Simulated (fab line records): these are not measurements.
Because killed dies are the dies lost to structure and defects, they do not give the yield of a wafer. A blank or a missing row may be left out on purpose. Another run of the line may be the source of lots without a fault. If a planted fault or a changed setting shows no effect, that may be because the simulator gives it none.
The tool behind it: which one? ; flow nand-harc ; 12 lots, 36 wafers sampled, at 6 steps of a route of 1302

== WHAT THE GAUGES SHOWED, per wafer ==
NHARC_A_M0_THK_MEAS_24: measures by xrf. Usual: 114.0 nm for thk-nm, sd 1.8.
lot;measured;on;thk-nm (nm);flag
L854;day 23 00:56;film-metro-01;115.6 116.0 115.2;
L856;day 23 11:50;film-metro-01;113.5 110.4 113.5;
L862;day 26 07:52;film-metro-02;114.3 116.3 114.9;
L864;day 26 22:21;film-metro-01;115.7 115.7 118.2;
L866;day 27 05:53;film-metro-02;112.7 112.8 109.7;
L869;day 30 02:42;film-metro-01;115.4 115.3 115.0;
L871;day 30 16:23;film-metro-02;114.0 115.6 116.5;
L872;day 30 19:38;film-metro-01;116.0 113.6 114.5;
L874;day 30 22:25;film-metro-01;116.2 115.4 115.0;
L873;day 31 01:48;film-metro-02;113.4 114.4 115.2;
L876;day 31 17:50;film-metro-02;118.7 117.5 115.7;
L875;day 32 12:01;film-metro-02;111.8 110.2 112.0;

NHARC_A_M1_INSPECT_11. Usual: 92 for raw-defect-count, sd 49.
lot;measured;on;raw-defect-count;flag
L854;day 23 02:29;defect-inspect-02;127 154 134;
L856;day 23 13:35;defect-inspect-01;63 79 61;
L862;day 26 09:32;defect-inspect-02;207 180 189;
L864;day 27 00:02;defect-inspect-01;274 26 301;
L866;day 27 07:34;defect-inspect-02;244 297 33;
L869;day 30 04:22;defect-inspect-01;107 93 106;
L871;day 30 17:55;defect-inspect-02;69 64 73;
L872;day 30 21:11;defect-inspect-02;88 65 71;
L874;day 30 23:59;defect-inspect-02;35 24 30;
L873;day 31 03:29;defect-inspect-02;156 146 140;
L876;day 31 19:31;defect-inspect-02;109 110 109;
L875;day 32 20:25;defect-inspect-02;53 57 48;

NHARC_END_SORT_01. Usual: defect-limited-yield 90 % (standard deviation 4.1); killed-at-array 63 (standard deviation 27); killed-at-other 0.7 (standard deviation 1.2); killed-at-periphery 3.1 (standard deviation 2); killed-dies 67 (standard deviation 28); killed-open 3.0 (standard deviation 1.9); killed-short 2.2 (standard deviation 1.5).
lot;measured;on;defect-limited-yield (%);killed-at-array;killed-at-other;killed-at-periphery;killed-dies;killed-open;killed-short;flag
L864;day 28 11:41;prober-02;88 96 89;74 28 73;0 0 0;4 2 4;78 30 77;6 5 6;2 2 1;
L866;day 28 22:23;prober-02;88 88 94;75 80 37;3 0 0;1 1 2;79 81 39;2 1 3;2 2 5;
L871;day 32 08:10;prober-02;93 92 92;46 49 50;0 0 0;4 4 5;50 53 55;6 1 2;1 4 5;
L872;day 32 05:50;prober-01;91 92 93;60 48 44;0 1 0;4 2 3;64 51 47;1 0 2;2 1 0;

== WHAT TOOL EACH LOT RAN ON (gives the tool, then ch and the chambers of the sampled wafers, and finally the start) ==
lot;NHARC_A_M0_DESCUM_14;NHARC_A_M0_PVD_21;NHARC_A_M0_DEP_32
L854;rie-diel-05 ch 0,1,2, day 22 22:34;pvd-sputter-01, day 23 00:56 or earlier;pecvd-03 ch 0,1, day 23 01:14
L856;rie-diel-10 ch 0,1,2, day 23 09:31;pvd-sputter-01, day 23 11:50 or earlier;pecvd-04 ch 0,1,2, day 23 12:13
L862;rie-diel-09 ch 1,2,3, day 26 05:33;pvd-sputter-02, day 26 07:52 or earlier;pecvd-03 ch 0,1,2, day 26 08:13
L864;rie-diel-05 ch 2,3, day 26 20:00;pvd-sputter-03, day 26 22:21 or earlier;pecvd-03 ch 1,2, day 26 22:42
L866;rie-diel-09 ch 0,1, day 27 03:34;pvd-sputter-01, day 27 05:53 or earlier;pecvd-03 ch 0,1, day 27 06:16
L869;rie-diel-09 ch 0,2,3, day 30 00:25;pvd-sputter-02, day 30 02:42 or earlier;pecvd-01 ch 0,1, day 30 03:00
L871;rie-diel-05 ch 0,3, day 30 14:05;pvd-sputter-02, day 30 16:23 or earlier;pecvd-03 ch 0,1,2, day 30 16:49
L872;rie-diel-05 ch 1,3, day 30 17:17;pvd-sputter-02, day 30 19:38 or earlier;pecvd-03 ch 0,1,2, day 30 19:56
L874;rie-diel-10 ch 1,3, day 30 20:05;pvd-sputter-03, day 30 22:25 or earlier;pecvd-03 ch 0,1,2, day 30 22:46
L873;rie-diel-10 ch 0,1,2, day 30 23:31;pvd-sputter-03, day 31 01:48 or earlier;pecvd-03 ch 0,2, day 31 02:11
L876;rie-diel-09 ch 1,2,3, day 31 15:32;pvd-sputter-02, day 31 17:50 or earlier;pecvd-01 ch 1,2, day 31 18:08
L875;rie-diel-10 ch 0,2,3, day 32 01:03;pvd-sputter-01, day 32 12:01 or earlier;pecvd-01 ch 0,2, day 32 19:08
- NHARC_A_M0_DESCUM_14: chemistry O2, time 3 s.
- NHARC_A_M0_PVD_21: deposits Cu, target thk 30 nm, time 20.49 s.
- NHARC_A_M0_DEP_32: deposits SiCN, target thk 30 nm.

== WHAT THE TOOLS THEMSELVES READ (means of the sampled wafers that have a number; where no wafer has one, the mark that the record gives instead) ==
NHARC_A_M0_DESCUM_14. Usual: drypump-motor-current-A 5.6 A, standard deviation 0.44; oes-product-au 1.003 a.u., standard deviation 0.014; rf-vpp-V 58.0 V, standard deviation 0.84; showerhead-plenum-p-Torr 1.95 Torr, standard deviation 0.086; throttle-valve-pct 11.310 %, standard deviation 0.0091.
lot;tool;drypump-motor-current-A (A);oes-product-au (a.u.);rf-vpp-V (V);showerhead-plenum-p-Torr (Torr);throttle-valve-pct (%);flag
L854;rie-diel-05;5.4;1.000;57.7;1.97;11.318;
L856;rie-diel-10;5.4;0.998;58.0;1.87;11.307;
L862;rie-diel-09;5.7;0.994;57.5;1.97;11.309;
L864;rie-diel-05;5.5;1.008;58.4;2.00;11.309;
L866;rie-diel-09;5.4;0.997;58.0;2.04;11.311;
L869;rie-diel-09;6.0;0.997;57.9;1.96;11.307;
L871;rie-diel-05;5.8;1.017;57.7;2.01;11.313;
L872;rie-diel-05;5.5;1.012;58.0;1.97;11.309;
L874;rie-diel-10;5.7;1.004;57.3;1.81;11.309;
L873;rie-diel-10;5.4;0.998;58.6;1.86;11.312;
L876;rie-diel-09;5.7;0.988;57.7;1.97;11.307;
L875;rie-diel-10;5.4;0.998;57.6;1.91;11.304;

NHARC_A_M0_PVD_21. Usual: 29.9 % for throttle-valve-pct, sd 0.73.
lot;tool;throttle-valve-pct (%);flag
L854;pvd-sputter-01;29.0;
L856;pvd-sputter-01;29.1;
L862;pvd-sputter-02;30.9;
L864;pvd-sputter-03;30.2;
L866;pvd-sputter-01;29.6;
L869;pvd-sputter-02;30.0;
L871;pvd-sputter-02;30.1;
L872;pvd-sputter-02;29.9;
L874;pvd-sputter-03;30.5;
L873;pvd-sputter-03;29.3;
L876;pvd-sputter-02;30.1;
L875;pvd-sputter-01;29.6;

NHARC_A_M0_DEP_32. Usual: 540 W for heater-power-w, sd 76.
lot;tool;heater-power-w (W);flag
L854;pecvd-03;548;
L856;pecvd-04;605;
L862;pecvd-03;470;
L864;pecvd-03;502;
L866;pecvd-03;525;
L869;pecvd-01;614;
L871;pecvd-03;482;
L872;pecvd-03;499;
L874;pecvd-03;472;
L873;pecvd-03;503;
L876;pecvd-01;538;
L875;pecvd-01;539;

== THE ANSWER, worked out from the rows above alone ==
Rule: take the mean of a lot's wafers that have a number; if it is more than 3 standard deviations from the usual mean, the lot is off. Also off: a lot with no number at a reading for which 4 or more lots have one. Where the step has rows for the other lots, those lots are counted as sound. The gauges are gone through in route order, then the tools' own readings, and for those a lot's mean is taken as printed above. At the first step where some lot is off, the reading lying furthest off is the one used; lots without a number count as furthest.
Across all readings shown, no lot is off: no conclusion can be drawn from this.

== WHAT WAS PUT IN BY THE SIMULATOR ==
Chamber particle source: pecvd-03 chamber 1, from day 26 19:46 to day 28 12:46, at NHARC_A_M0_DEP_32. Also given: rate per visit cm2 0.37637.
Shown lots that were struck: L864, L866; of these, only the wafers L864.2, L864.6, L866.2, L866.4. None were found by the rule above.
